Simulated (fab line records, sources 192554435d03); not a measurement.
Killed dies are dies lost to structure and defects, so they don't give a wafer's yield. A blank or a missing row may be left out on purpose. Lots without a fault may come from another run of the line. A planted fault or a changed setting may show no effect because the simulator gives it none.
Chamber matching | flow n5_finfet | N5_BEOL_M9_ETCH_62 on rie_diel-02: 4 sister chambers
The step etches SOC in N2/H2, target depth 110 nm, overetch 22 nm, time 165 s. 14 wafers are shown with their chamber, then 7 later ones without.

WAFERS WITH THEIR CHAMBER
wafer  | chamber | throttle_valve_pct (%) | showerhead_plenum_p_Torr (Torr) | drypump_motor_current_A (A)
L076.2 | 1       | 17.59                  | 2.59                            | 5.7
L076.3 | 0       | 18.27                  | 2.63                            | 5.5
L076.6 | 1       | 17.59                  | 2.59                            | 5.7
L079.2 | 2       | 17.86                  | 2.52                            | 6.2
L079.3 | 1       | 17.59                  | 2.59                            | 5.7
L079.5 | 2       | 17.86                  | 2.52                            | 6.2
L082.1 | 2       | 17.86                  | 2.51                            | 6.2
L082.3 | 3       | 17.80                  | 2.69                            | 6.2
L082.6 | 0       | 18.28                  | 2.63                            | 5.5
L086.1 | 3       | 17.82                  | 2.69                            | 6.2
L086.4 | 0       | 18.29                  | 2.62                            | 5.5
L086.5 | 3       | 17.82                  | 2.69                            | 6.3
L087.1 | 0       | 18.29                  | 2.62                            | 5.5
L087.4 | 3       | 17.84                  | 2.69                            | 6.3

SIGNATURES (means of the wafers above)
reading                  | chamber 0 | chamber 1 | chamber 2 | chamber 3 | scatter within a chamber
throttle_valve_pct       | 18.2825   | 17.5900   | 17.8600   | 17.8200   | 0.0104
showerhead_plenum_p_Torr | 2.6250    | 2.5900    | 2.5167    | 2.6900    | 0.00408
drypump_motor_current_A  | 5.500     | 5.700     | 6.200     | 6.250     | 0.0316
Rule: a wafer's distance from a chamber is the root of the sum, over the readings, of the square of ((its reading less the chamber's mean) divided by the reading's scatter). The wafer belongs to the nearest chamber; if the next one is less than 2 further off, it can't be placed. The scatter: the root of (the sum of the squares of (reading less its chamber's mean) over the shown wafers, divided by (wafers less chambers)).

WAFERS WITHOUT THEIR CHAMBER
wafer  | throttle_valve_pct (%) | showerhead_plenum_p_Torr (Torr) | drypump_motor_current_A (A)
L087.5 | 18.29                  | 2.62                            | 5.4
L091.1 | 17.65                  | 2.58                            | 5.7
L091.4 | 18.31                  | 2.62                            | 5.5
L091.6 | 18.30                  | 2.62                            | 5.5
L094.3 | 17.83                  | 2.68                            | 6.3
L094.5 | 17.48                  | 2.51                            | 6.2
L094.6 | 17.84                  | 2.68                            | 6.2

WHICH CHAMBER EACH WENT THROUGH
wafer  | from the rows above | in truth
L087.5 | 0                   | 0
L091.1 | 1                   | 1
L091.4 | 0                   | 0
L091.6 | 0                   | 0
L094.3 | 3                   | 3
L094.5 | 1                   | 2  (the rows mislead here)
L094.6 | 3                   | 3
Placed correctly: 6 of 7. Can't be placed from these rows: 0. Placed wrongly: 1.
